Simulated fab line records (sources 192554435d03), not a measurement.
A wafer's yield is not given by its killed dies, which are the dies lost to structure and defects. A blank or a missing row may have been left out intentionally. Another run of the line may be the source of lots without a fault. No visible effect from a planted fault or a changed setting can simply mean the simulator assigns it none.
The tool behind it: which one? / flow n5 finfet / 28 wafers from 10 lots sampled at 3 of the route's 1938 steps

## WHAT THE GAUGES READ, wafer by wafer
N5_STI_FIN_REVEAL_FIN_H_MEAS_10.
lot=L522; measured=day 2 13:44; on=ocd-02; trench depth nm (nm)=51.4 51.0 51.5
lot=L529; measured=day 4 06:19; on=ocd-02; trench depth nm (nm)=50.7 51.4 50.9
lot=L530; measured=day 4 15:03; on=ocd-01; trench depth nm (nm)=51.1 50.8 51.8
lot=L531; measured=day 4 21:05; on=ocd-01; trench depth nm (nm)=52.1 52.8 52.9
lot=L539; measured=day 6 20:31; on=ocd-02; trench depth nm (nm)=51.3 52.3
lot=L540; measured=day 7 02:34; on=ocd-01; trench depth nm (nm)=53.0 50.4
lot=L541; measured=day 7 08:02; on=ocd-01; trench depth nm (nm)=51.3 51.0 51.1
lot=L542; measured=day 7 12:33; on=ocd-01; trench depth nm (nm)=51.2 51.9 52.2
lot=L543; measured=day 7 18:02; on=ocd-01; trench depth nm (nm)=50.5 53.1 53.2
lot=L544; measured=day 7 23:46; on=ocd-01; trench depth nm (nm)=51.9 51.4 51.7

## WHAT TOOL EACH LOT RAN ON (gives the tool, then ch and the chambers of the sampled wafers, and finally the start)
lot=L522; N5_STI_FIN_REVEAL_ETCHBACK_08=rie diel-02 ch 1,2,3, day 2 10:47; N5_STI_FIN_REVEAL_STRIP_24=rie diel-02 ch 1,2,3, day 2 10:49
lot=L529; N5_STI_FIN_REVEAL_ETCHBACK_08=rie diel-01 ch 0,1,2, day 4 03:19; N5_STI_FIN_REVEAL_STRIP_24=rie diel-01 ch 0,1,2, day 4 03:21
lot=L530; N5_STI_FIN_REVEAL_ETCHBACK_08=rie diel-04 ch 0,2, day 4 11:58; N5_STI_FIN_REVEAL_STRIP_24=rie diel-04 ch 0,2, day 4 11:59
lot=L531; N5_STI_FIN_REVEAL_ETCHBACK_08=rie diel-02 ch 2,3, day 4 17:50; N5_STI_FIN_REVEAL_STRIP_24=rie diel-02 ch 2,3, day 4 17:52
lot=L539; N5_STI_FIN_REVEAL_ETCHBACK_08=rie diel-02 ch 1,2, day 6 17:34; N5_STI_FIN_REVEAL_STRIP_24=rie diel-02 ch 1,2, day 6 17:36
lot=L540; N5_STI_FIN_REVEAL_ETCHBACK_08=rie diel-01 ch 0,1, day 6 23:37; N5_STI_FIN_REVEAL_STRIP_24=rie diel-01 ch 0,1, day 6 23:39
lot=L541; N5_STI_FIN_REVEAL_ETCHBACK_08=rie diel-04 ch 1,2,3, day 7 05:05; N5_STI_FIN_REVEAL_STRIP_24=rie diel-04 ch 1,2,3, day 7 05:08
lot=L542; N5_STI_FIN_REVEAL_ETCHBACK_08=rie diel-02 ch 0,1,2, day 7 09:34; N5_STI_FIN_REVEAL_STRIP_24=rie diel-02 ch 0,1,2, day 7 09:37
lot=L543; N5_STI_FIN_REVEAL_ETCHBACK_08=rie diel-01 ch 0,1, day 7 15:05; N5_STI_FIN_REVEAL_STRIP_24=rie diel-01 ch 0,1, day 7 15:07
lot=L544; N5_STI_FIN_REVEAL_ETCHBACK_08=rie diel-02 ch 0,1,2, day 7 20:49; N5_STI_FIN_REVEAL_STRIP_24=rie diel-02 ch 0,1,2, day 7 20:51
- N5_STI_FIN_REVEAL_ETCHBACK_08: etches SiO2 in C4F6/O2, target depth 30.5 nm, time 10.167 s.
- N5_STI_FIN_REVEAL_STRIP_24: strips in N2/H2, time 90 s.

## THE ANSWER, worked out from the rows above alone
Rule: the usual values come from the lots themselves. The widest of any qualifying gaps counts: lots, ordered by their means at a reading, are off when they make up no more than a third of the lots, leave a main group of 4 or more, and stand apart from it by 3 or more times the standard deviation of that group's means. If all means in a main group match to the digits the tables above print for the reading, that group is not used. Also off: a lot with no number at a reading for which 4 or more lots have one. The other lots that the step has rows for count as sound.
No lot is off at any reading shown: from this, nothing can be told.

## WHAT WAS PUT IN BY THE SIMULATOR
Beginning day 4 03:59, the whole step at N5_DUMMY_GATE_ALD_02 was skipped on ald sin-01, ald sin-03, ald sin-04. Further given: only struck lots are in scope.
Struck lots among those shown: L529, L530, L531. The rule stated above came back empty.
